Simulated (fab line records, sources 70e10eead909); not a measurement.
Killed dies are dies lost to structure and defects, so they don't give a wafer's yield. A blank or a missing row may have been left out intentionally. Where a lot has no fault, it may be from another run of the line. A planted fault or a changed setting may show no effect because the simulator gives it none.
Matching of chambers / flow nand harc / 4 sister chambers for NHARC_A_M0_DESCUM_14 on rie diel-07
The step chemistry O2, time 3 s. 20 wafers are shown with their chamber, then 10 later ones without.

WAFERS WITH THEIR CHAMBER
wafer=L077.1; chamber=2; showerhead plenum p Torr (Torr)=1.94; drypump motor current A (A)=6.5; oes product au (a.u.)=1.002
wafer=L077.2; chamber=1; showerhead plenum p Torr (Torr)=1.82; drypump motor current A (A)=5.8; oes product au (a.u.)=1.006
wafer=L077.5; chamber=2; showerhead plenum p Torr (Torr)=1.94; drypump motor current A (A)=6.5; oes product au (a.u.)=0.992
wafer=L080.1; chamber=1; showerhead plenum p Torr (Torr)=1.81; drypump motor current A (A)=5.8; oes product au (a.u.)=0.999
wafer=L080.3; chamber=2; showerhead plenum p Torr (Torr)=1.94; drypump motor current A (A)=6.5; oes product au (a.u.)=0.989
wafer=L080.5; chamber=1; showerhead plenum p Torr (Torr)=1.81; drypump motor current A (A)=5.8; oes product au (a.u.)=1.000
wafer=L082.1; chamber=2; showerhead plenum p Torr (Torr)=1.94; drypump motor current A (A)=6.5; oes product au (a.u.)=0.990
wafer=L082.2; chamber=3; showerhead plenum p Torr (Torr)=1.80; drypump motor current A (A)=6.2; oes product au (a.u.)=1.008
wafer=L082.4; chamber=1; showerhead plenum p Torr (Torr)=1.81; drypump motor current A (A)=5.8; oes product au (a.u.)=0.997
wafer=L087.1; chamber=2; showerhead plenum p Torr (Torr)=1.94; drypump motor current A (A)=6.5; oes product au (a.u.)=1.011
wafer=L087.4; chamber=0; showerhead plenum p Torr (Torr)=1.82; drypump motor current A (A)=6.0; oes product au (a.u.)=0.994
wafer=L087.6; chamber=3; showerhead plenum p Torr (Torr)=1.80; drypump motor current A (A)=6.3; oes product au (a.u.)=1.002
wafer=L089.1; chamber=2; showerhead plenum p Torr (Torr)=1.94; drypump motor current A (A)=6.5; oes product au (a.u.)=1.000
wafer=L089.4; chamber=2; showerhead plenum p Torr (Torr)=1.94; drypump motor current A (A)=6.5; oes product au (a.u.)=0.991
wafer=L089.5; chamber=1; showerhead plenum p Torr (Torr)=1.81; drypump motor current A (A)=5.8; oes product au (a.u.)=1.005
wafer=L092.2; chamber=0; showerhead plenum p Torr (Torr)=1.82; drypump motor current A (A)=6.0; oes product au (a.u.)=1.010
wafer=L092.3; chamber=2; showerhead plenum p Torr (Torr)=1.94; drypump motor current A (A)=6.5; oes product au (a.u.)=1.012
wafer=L092.4; chamber=1; showerhead plenum p Torr (Torr)=1.81; drypump motor current A (A)=5.7; oes product au (a.u.)=1.006
wafer=L091.1; chamber=0; showerhead plenum p Torr (Torr)=1.82; drypump motor current A (A)=6.0; oes product au (a.u.)=0.986
wafer=L091.3; chamber=3; showerhead plenum p Torr (Torr)=1.80; drypump motor current A (A)=6.3; oes product au (a.u.)=0.992

SIGNATURES (means of the wafers above)
reading=showerhead plenum p Torr; chamber 0=1.8200; chamber 1=1.8117; chamber 2=1.9400; chamber 3=1.8000; scatter within a chamber=0.00228
reading=drypump motor current A; chamber 0=6.000; chamber 1=5.783; chamber 2=6.500; chamber 3=6.267; scatter within a chamber=0.0306
reading=oes product au; chamber 0=0.99667; chamber 1=1.00217; chamber 2=0.99838; chamber 3=1.00067; scatter within a chamber=0.00837
Rule: a wafer lies at a distance from a chamber equal to the root of the sum of squares, over the readings, of (its reading less the chamber's mean, divided by the reading's scatter). The wafer belongs to the nearest chamber; if the next one is less than 2 further off, it can't be placed. The scatter: the root of (the sum of the squares of (reading less its chamber's mean) over the shown wafers, divided by (wafers less chambers)).

WAFERS MISSING THEIR CHAMBER
wafer=L091.5; showerhead plenum p Torr (Torr)=1.82; drypump motor current A (A)=6.0; oes product au (a.u.)=0.997
wafer=L091.2; showerhead plenum p Torr (Torr)=1.81; drypump motor current A (A)=5.8; oes product au (a.u.)=0.996
wafer=L091.4; showerhead plenum p Torr (Torr)=1.94; drypump motor current A (A)=6.6; oes product au (a.u.)=1.006
wafer=L091.6; showerhead plenum p Torr (Torr)=1.81; drypump motor current A (A)=5.8; oes product au (a.u.)=1.002
wafer=L093.3; showerhead plenum p Torr (Torr)=1.82; drypump motor current A (A)=6.0; oes product au (a.u.)=0.988
wafer=L093.5; showerhead plenum p Torr (Torr)=1.94; drypump motor current A (A)=6.5; oes product au (a.u.)=1.005
wafer=L093.6; showerhead plenum p Torr (Torr)=1.80; drypump motor current A (A)=6.3; oes product au (a.u.)=0.999
wafer=L094.1; showerhead plenum p Torr (Torr)=1.81; drypump motor current A (A)=5.8; oes product au (a.u.)=0.994
wafer=L094.4; showerhead plenum p Torr (Torr)=1.82; drypump motor current A (A)=6.0; oes product au (a.u.)=0.986
wafer=L094.5; showerhead plenum p Torr (Torr)=1.82; drypump motor current A (A)=6.0; oes product au (a.u.)=0.986

CHAMBER TAKEN BY EACH
wafer=L091.5; from the rows above=0; in truth=0
wafer=L091.2; from the rows above=1; in truth=1
wafer=L091.4; from the rows above=2; in truth=2
wafer=L091.6; from the rows above=1; in truth=1
wafer=L093.3; from the rows above=0; in truth=0
wafer=L093.5; from the rows above=2; in truth=2
wafer=L093.6; from the rows above=3; in truth=3
wafer=L094.1; from the rows above=1; in truth=1
wafer=L094.4; from the rows above=0; in truth=0
wafer=L094.5; from the rows above=0; in truth=0
Placed correctly: 10 of 10. Number that these rows cannot place: 0. Number placed wrongly: 0.
